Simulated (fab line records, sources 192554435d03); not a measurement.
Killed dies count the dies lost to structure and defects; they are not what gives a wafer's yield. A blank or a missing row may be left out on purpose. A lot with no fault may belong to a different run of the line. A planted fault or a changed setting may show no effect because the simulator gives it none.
fab line records	flow n5_finfet
record: lots: 6	wafers: 18	last_day: 17
route steps=1938 shown BEOL_M0_SAQP@634
lots that met no fault: from a run of the same line without faults
start_h: hours from the record's opening day to when the first of the lot's shown wafers began	wait_h: hours since the lot's step before	" identical to the entry in the row above	L1.1+2: several wafers, shown together as one row	- no value present, or no start provided	* or withheld: withheld	< > ~ a bound
route shown NAME@n: NAME is a module with steps in the file, n the number in the route of the first one	usual: average and standard deviation across the fault-free wafers	same: alike in all rows	chamber/n: place in a boat	sites: the reading at each site	_std_site: the values' standard deviation	_edge_site: mean of outer sites minus mean of inner sites	radius_mm: for every site, how far away it sits from the centre of the wafer	mask NAME#n: copy n	behind: the last tool/chamber to shape the wafer	hold: cause of the lot's hold/its duration in hours/its outcome	device: whichever transistor did not switch (one of n, p or np)	end of line: at the end of the route, the tests of the same wafers	step lacking rows: just its recipe	killed: dies lost to structure and defects at the first sort, not the wafer's yield	map: a wafer's dies, marking killed ones x, the rest . and places with no die _
set.NAME: the setting the step ran with; set.NAME@STEP: the setting that earlier step ran with	model.NAME: the simulator's own value behind a step, which no gauge read
certain route steps with their lots: each step a table, each wafer a row
services: when a tool's chamber went out of use (start_h, in hours from the record's first day, below 0 if earlier), for how many hours, and the reason
== steps ==
step: N5_BEOL_M0_SAQP_HM_DEP_02
recipe: material: TiN	target_thk_a: 120	temp_c: 25	chamber_pressure_pa: 0.49996
usual: chamber_pressure_pa: 0.5001/0.00099	susceptor_temp_C: 25.00/0.11	throttle_valve_pct: 29.8/0.99
lot.wafer	tool	chamber	start_h	wait_h	chamber_pressure_pa	susceptor_temp_C	throttle_valve_pct
L257.4	pvd_sputter-02	-	137.44	2.3	0.5004	24.95	31.2
L257.5	"	-	"	"	0.5009	25.09	30.0
L257.6	"	-	"	"	0.5010	25.10	28.4
L258.2	pvd_sputter-02	-	144.40	1.2	0.4986	25.21	28.5
L258.4	"	-	"	"	0.4997	25.03	28.4
L258.5	"	-	"	"	0.5004	25.01	28.4
L259.3	pvd_sputter-03	-	150.85	1.4	0.4977	25.09	31.2
L259.4	"	-	"	"	0.4992	24.91	30.4
L259.6	"	-	"	"	0.5005	25.08	30.6
L260.1	pvd_sputter-02	-	157.35	0.2	0.5003	24.91	28.1
L260.2	"	-	"	"	0.5007	25.01	28.4
L260.5	"	-	"	"	0.5013	25.05	29.9
L264.1	pvd_sputter-03	-	180.81	0.4	0.5004	25.07	31.5
L264.4	"	-	"	"	0.5001	25.07	30.1
L264.6	"	-	"	"	0.5004	25.10	29.6
L272.1	pvd_sputter-02	-	228.10	1.8	0.5015	25.17	28.1
L272.3	"	-	"	"	0.5012	24.98	31.4
L272.6	"	-	"	"	0.4991	25.11	30.1
step: N5_BEOL_M0_SAQP_PECVD_03
recipe: material: SiCN	target_thk_a: 120	temp_c: withheld	precursor: 3MS/NH3	pressure_torr: 3	rf_w: 202	time_s: 21.1
usual: chamber_pressure_Torr: 3.000/0.0065	showerhead_plenum_p_Torr: 3.664/0.013	throttle_valve_pct: 9.04/0.26
lot.wafer	tool	chamber	start_h	wait_h	chamber_pressure_Torr	showerhead_plenum_p_Torr	throttle_valve_pct
L257.4	pecvd-03	2	137.58	0.1	2.997	3.675	8.89
L257.5	"	0	"	"	2.992	3.667	9.14
L257.6	"	1	"	"	3.006	3.664	8.88
L258.2	pecvd-03	1	144.52	0.1	3.004	3.675	8.53
L258.4	"	1	"	"	2.997	3.665	8.86
L258.5	"	0	"	"	2.997	3.668	9.00
L259.3	pecvd-03	2	150.98	0.1	3.008	3.675	8.92
L259.4	"	0	"	"	2.994	3.674	9.26
L259.6	"	2	"	"	2.992	3.666	8.71
L260.1	pecvd-02	1	157.47	0.1	3.001	3.651	9.07
L260.2	"	0	"	"	3.009	3.674	9.41
L260.5	"	0	"	"	3.001	3.674	9.43
L264.1	pecvd-03	0	180.93	0.1	3.002	3.673	9.58
L264.4	"	2	"	"	3.003	3.671	9.08
L264.6	"	0	"	"	3.015	3.670	9.23
L272.1	pecvd-02	1	228.23	0.1	2.996	3.660	8.85
L272.3	"	0	"	"	2.987	3.679	9.29
L272.6	"	0	"	"	2.991	3.684	9.44
step: N5_BEOL_M0_SAQP_PECVD_96
recipe: material: a-Si	target_thk_a: 450	temp_c: 350	precursor: SiH4/He	pressure_torr: 3	rf_w: 100	time_s: 45.2
usual: chamber_pressure_Torr: 3.000/0.0069	heater_power_w: 652/82	showerhead_plenum_p_Torr: 5.66/0.051	susceptor_temp_C: 349.96/0.18	throttle_valve_pct: 18.1/0.43
lot.wafer	tool	chamber	start_h	wait_h	chamber_pressure_Torr	heater_power_w	showerhead_plenum_p_Torr	susceptor_temp_C	throttle_valve_pct
L257.4	pecvd-03	2	137.62	0.0	2.997	710	5.68	350.06	18.1
L257.5	"	0	"	"	3.002	649	5.71	350.05	18.4
L257.6	"	1	"	"	3.004	589	5.65	349.96	17.6
L258.2	pecvd-03	1	144.55	0.0	2.992	713	5.67	349.94	17.5
L258.4	"	1	"	"	3.008	695	5.69	350.03	17.7
L258.5	"	0	"	"	2.999	584	5.70	349.99	18.7
L259.3	pecvd-03	2	151.01	0.0	3.007	706	5.69	349.39	18.2
L259.4	"	0	"	"	2.993	602	5.71	349.96	18.7
L259.6	"	2	"	"	3.011	684	5.69	349.89	18.0
L260.1	pecvd-02	1	157.50	0.0	3.006	599	5.63	350.03	18.1
L260.2	"	0	"	"	2.995	597	5.72	349.83	18.6
L260.5	"	0	"	"	3.010	590	5.72	349.89	18.5
L264.1	pecvd-03	0	180.96	0.0	3.009	606	5.71	350.00	18.4
L264.4	"	2	"	"	3.010	712	5.68	350.12	18.1
L264.6	"	0	"	"	2.999	618	5.72	349.85	18.6
L272.1	pecvd-02	1	228.27	0.0	2.998	584	5.63	350.34	18.1
L272.3	"	0	"	"	3.001	516	5.73	349.93	18.9
L272.6	"	0	"	"	3.000	518	5.72	350.03	18.7
step: N5_BEOL_M0_SAQP_PECVD_97
recipe: material: SiNx	target_thk_a: 230	temp_c: 350	precursor: SiH4/NH3/N2	pressure_torr: 1.5	rf_w: 300	time_s: 19.9
usual: chamber_pressure_Torr: 1.499/0.0037	heater_power_w: 584/77	showerhead_plenum_p_Torr: 5.14/0.069	susceptor_temp_C: 349.99/0.2	throttle_valve_pct: 39.8/0.96
lot.wafer	tool	chamber	start_h	wait_h	chamber_pressure_Torr	heater_power_w	showerhead_plenum_p_Torr	susceptor_temp_C	throttle_valve_pct
L257.4	pecvd-03	2	137.66	0.0	1.501	661	5.18	349.90	39.6
L257.5	"	0	"	"	1.499	514	5.20	350.27	40.8
L257.6	"	1	"	"	1.492	601	5.17	349.47	38.4
L258.2	pecvd-03	1	144.60	0.0	1.497	552	5.15	350.15	38.5
L258.4	"	1	"	"	1.499	553	5.16	350.26	38.5
L258.5	"	0	"	"	1.498	585	5.22	349.90	40.6
L259.3	pecvd-03	2	151.06	0.0	1.493	604	5.18	349.75	39.7
L259.4	"	0	"	"	1.499	603	5.21	350.17	40.6
L259.6	"	2	"	"	1.497	596	5.16	349.88	39.6
L260.1	pecvd-02	1	157.54	0.0	1.499	437	5.10	349.90	39.7
L260.2	"	0	"	"	1.502	534	5.20	350.09	41.0
L260.5	"	0	"	"	1.502	515	5.23	349.78	41.3
L264.1	pecvd-03	0	181.01	0.0	1.494	605	5.22	349.79	40.9
L264.4	"	2	"	"	1.504	692	5.17	349.97	39.8
L264.6	"	0	"	"	1.498	592	5.21	350.36	41.1
L272.1	pecvd-02	1	228.34	0.0	1.496	457	5.09	350.14	39.5
L272.3	"	0	"	"	1.502	505	5.22	349.84	41.4
L272.6	"	0	"	"	1.497	506	5.21	349.76	41.3
step: N5_BEOL_M0_SAQP_PECVD_04
recipe: material: a-Si	target_thk_a: 600	temp_c: 350	precursor: SiH4/He	pressure_torr: 3	rf_w: 100	time_s: 60.2
step: N5_BEOL_M0_SAQP_THK_MEAS_05
usual: thk_nm: 60.1/0.9
lot.wafer	tool	chamber	start_h	wait_h	thk_nm
L257.4	film_metro-02	-	137.78	0.0	60.4
L257.5	"	-	"	"	59.5
L257.6	"	-	"	"	60.9
L258.2	film_metro-02	-	144.74	0.1	59.3
L258.4	"	-	"	"	60.5
L258.5	"	-	"	"	60.3
L259.3	film_metro-02	-	151.20	0.1	59.4
L259.4	"	-	"	"	59.7
L259.6	"	-	"	"	60.3
L260.1	film_metro-01	-	157.68	0.1	59.9
L260.2	"	-	"	"	59.7
L260.5	"	-	"	"	60.5
L264.1	film_metro-01	-	181.14	0.1	57.8
L264.4	"	-	"	"	59.4
L264.6	"	-	"	"	60.0
L272.1	film_metro-02	-	228.53	0.1	60.9
L272.3	"	-	"	"	60.6
L272.6	"	-	"	"	60.5
step: N5_BEOL_M0_SAQP_HM_DEP_111
recipe: material: SiO2	target_thk_a: 120	temp_c: 400	precursor: SiH4/N2O	pressure_torr: 0.75	rf_w: 275	time_s: 7.2
usual: chamber_pressure_Torr: 0.7502/0.0018	heater_power_w: 787/140	showerhead_plenum_p_Torr: 8.15/0.13	susceptor_temp_C: 400.06/0.23
lot.wafer	tool	chamber	start_h	wait_h	chamber_pressure_Torr	heater_power_w	showerhead_plenum_p_Torr	susceptor_temp_C
L257.4	pecvd-01	0	137.84	0.1	0.7500	700	7.97	399.96
L257.5	"	1	"	"	0.7502	801	7.90	399.76
L257.6	"	2	"	"	0.7481	1089	7.99	400.24
L258.2	pecvd-02	0	144.77	0.0	0.7502	675	8.28	400.16
L258.4	"	1	"	"	0.7496	679	8.05	400.48
L258.5	"	0	"	"	0.7511	668	8.29	399.84
L259.3	pecvd-02	0	151.23	0.0	0.7495	749	8.29	399.71
L259.4	"	2	"	"	0.7489	642	8.28	400.19
L259.6	"	1	"	"	0.7497	736	8.07	400.08
L260.1	pecvd-02	0	157.71	0.0	0.7510	652	8.29	400.23
L260.2	"	1	"	"	0.7482	652	8.07	400.10
L260.5	"	1	"	"	0.7487	647	8.08	399.76
L264.1	pecvd-01	0	181.18	0.0	0.7493	651	7.97	400.08
L264.4	"	2	"	"	0.7460	1038	8.01	399.69
L264.6	"	0	"	"	0.7493	647	8.00	399.74
L272.1	pecvd-03	2	228.56	0.0	0.7522	931	8.22	399.98
L272.3	"	0	"	"	0.7502	842	8.26	400.33
L272.6	"	2	"	"	0.7507	940	8.20	399.99
step: N5_BEOL_M0_SAQP_COAT_81
recipe: resist: SOC	temp_c: 250	time_s: 60	spin_rpm: 1500	resist_thk_nm: 100
step: N5_BEOL_M0_SAQP_COAT_82
recipe: resist: SiARC	temp_c: 220	time_s: 60	spin_rpm: 1500	resist_thk_nm: 30
step: N5_BEOL_M0_SAQP_COAT_08
recipe: resist: CAR-ArF	spin_rpm: 1500	resist_thk_nm: 90
step: N5_BEOL_M0_SAQP_EBR_10
recipe: solvent: PGMEA	ebr_width_mm: 1.5
step: N5_BEOL_M0_SAQP_SOFTBAKE_09
recipe: temp_c: 110	time_s: 60	resist: CAR-ArF
step: N5_BEOL_M0_SAQP_EXPOSE_11
recipe: mask_id: M0_CORE	na: 1.35	source_shape: dipole	sigma_inner: 0.538	sigma_outer: 0.738	polarization: te	target_cd_nm: 42	dose_mj: 55
usual: dipole_opening_deg: 40/0	exposure_dose_mJ_cm2: 54.97/0.057	stage_vel_mm_s: 499.99/0.29
lot.wafer	tool	chamber	start_h	wait_h	mask	dipole_opening_deg	exposure_dose_mJ_cm2	stage_vel_mm_s
L257.4	arfi_scanner-02	0	138.15	-	M0_CORE#0	40	55.05	500.00
L257.5	"	0	"	"	M0_CORE#0	40	55.02	499.75
L257.6	"	0	"	"	M0_CORE#0	40	54.98	499.55
L258.2	arfi_scanner-01	0	145.10	-	M0_CORE#0	40	54.95	500.36
L258.4	"	0	"	"	M0_CORE#0	40	54.97	499.83
L258.5	"	0	"	"	M0_CORE#0	40	54.87	499.98
L259.3	arfi_scanner-02	-	151.56	-	M0_CORE#0	-	-	-
L259.4	"	-	"	"	M0_CORE#0	-	-	-
L259.6	"	-	"	"	M0_CORE#0	-	-	-
L260.1	arfi_scanner-02	-	157.92	-	M0_CORE#0	-	-	-
L260.2	"	-	"	"	M0_CORE#0	-	-	-
L260.5	"	-	"	"	M0_CORE#0	-	-	-
L264.1	arfi_scanner-01	0	181.50	-	M0_CORE#0	40	54.98	499.70
L264.4	"	0	"	"	M0_CORE#0	40	55.00	500.20
L264.6	"	0	"	"	M0_CORE#0	40	54.95	499.69
L272.1	arfi_scanner-03	0	228.88	-	M0_CORE#0	40	55.04	499.95
L272.3	"	0	"	"	M0_CORE#0	40	54.98	499.72
L272.6	"	0	"	"	M0_CORE#0	40	54.99	499.55
step: N5_BEOL_M0_SAQP_PEB_12
recipe: peb_temp_c: withheld	peb_time_s: 60	resist: CAR-ArF
== services ==
tool	chamber	start_h	hours	kind
arfi_scanner-02	-	114.04	0.8	pm
pvd_sputter-03	-	114.84	6.2	repair
arfi_scanner-01	-	116.01	1.3	pm
arfi_scanner-03	-	125.16	1.0	pm
pecvd-02	-	128.27	6.0	pm
arfi_scanner-01	-	135.93	0.6	repair
arfi_scanner-02	-	140.99	3.4	repair
arfi_scanner-03	-	143.91	6.9	repair
arfi_scanner-02	-	149.73	0.3	repair
arfi_scanner-03	-	150.81	1.0	pm
arfi_scanner-03	-	156.87	0.3	repair
arfi_scanner-01	-	165.89	0.8	pm
arfi_scanner-02	-	180.24	1.3	pm
pecvd-02	-	183.88	14.6	pm
pecvd-01	2	185.92	28.9	repair
arfi_scanner-03	-	186.93	1.3	pm
arfi_scanner-03	-	192.61	3.1	pm
arfi_scanner-02	-	194.77	4.9	pm
pecvd-02	2	202.38	-	clean
pecvd-02	2	202.38	-	consumable_replace:showerhead
pecvd-02	2	202.38	29.0	scheduled_down
pecvd-02	2	202.38	29.0	vent_cycle
arfi_scanner-01	-	203.46	4.9	pm
arfi_scanner-03	-	216.87	0.8	pm
== key ==
first_sign: step: N5_BEOL_M0_SAQP_EXPOSE_11	reading: tool_record	direction: missing
effect none on later readings
met_at N5_BEOL_M0_SAQP_EXPOSE_11
struck_wafers L259.3,L259.4,L259.6,L260.1,L260.2,L260.5
later_rows_left_out L259.3,L259.4,L259.6,L260.1,L260.2,L260.5
sort_left_out L259.3,L259.4,L259.6,L260.1,L260.2,L260.5
onset_between 138.15 151.56
fault: kind: skipped_step_whole	tool: arfi_scanner-02	chamber: -	onset_h: 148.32	steps: N5_BEOL_M0_SAQP_EXPOSE_11	scope: struck_lots_only
sort_left_out: the simulated sort isn't trusted on such a fault, so these wafers' sort isn't shown, and their yield isn't known
later_rows_left_out: the simulator's readings of these wafers behind a module that went badly wrong aren't trusted and aren't shown, but for the sort
